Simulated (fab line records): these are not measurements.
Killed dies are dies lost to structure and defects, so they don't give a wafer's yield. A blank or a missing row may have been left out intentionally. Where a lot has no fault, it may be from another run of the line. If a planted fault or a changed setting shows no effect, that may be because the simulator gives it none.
Chamber matching ; flow n5Finfet ; N5_BEOL_M15_CMP_49 on cmp-02 has 4 sister chambers
The step polishes, stops on SiO2, t overpolish 4.9 s, target thk 850 nm. 8 wafers are shown with their chamber, then 12 later ones without.

WAFERS WITH THEIR CHAMBER
wafer;chamber;motorCurrentA (A);overpolishRunS (s)
L081.1;2;9.5;4.902
L081.5;2;9.6;4.901
L086.1;3;8.7;4.917
L086.2;0;6.2;4.888
L086.3;1;7.0;4.900
L091.2;0;6.1;4.883
L091.4;1;7.0;4.904
L091.6;3;8.3;4.895

WAFERS MISSING THEIR CHAMBER
wafer;motorCurrentA (A);overpolishRunS (s)
L093.1;10.2;4.906
L093.4;6.4;4.897
L093.6;8.7;4.895
L094.1;9.1;4.896
L094.3;6.3;4.899
L094.4;10.1;4.902
L095.2;8.5;4.896
L095.3;7.8;4.901
L095.4;9.9;4.894
L097.2;8.4;4.901
L097.3;7.2;4.892
L097.4;6.4;4.905

CHAMBER TAKEN BY EACH
wafer;from the rows above;in truth
L093.1;2;2
L093.4;can't be placed: 0 or 1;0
L093.6;3;3
L094.1;can't be placed: 2 or 3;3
L094.3;0;0
L094.4;2;2
L095.2;3;3
L095.3;can't be placed: 3 or 1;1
L095.4;2;2
L097.2;3;3
L097.3;1;1
L097.4;can't be placed: 0 or 1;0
Correct placement for 8 of the 12. Can't be placed from these rows: 4 (the true chamber is among the candidates in 4). Placed wrongly: 0.
How it was worked out, from the rows above alone: a wafer's distance from a chamber is the root of the sum, over the readings, of the square of ((its reading less the chamber's mean) divided by the reading's scatter). The wafer belongs to the nearest chamber; if the next one is less than 2 further off, it can't be placed. A chamber's mean is the mean of its shown wafers. The scatter: the root of (the sum of the squares of (reading less its chamber's mean) over the shown wafers, divided by (wafers less chambers)).
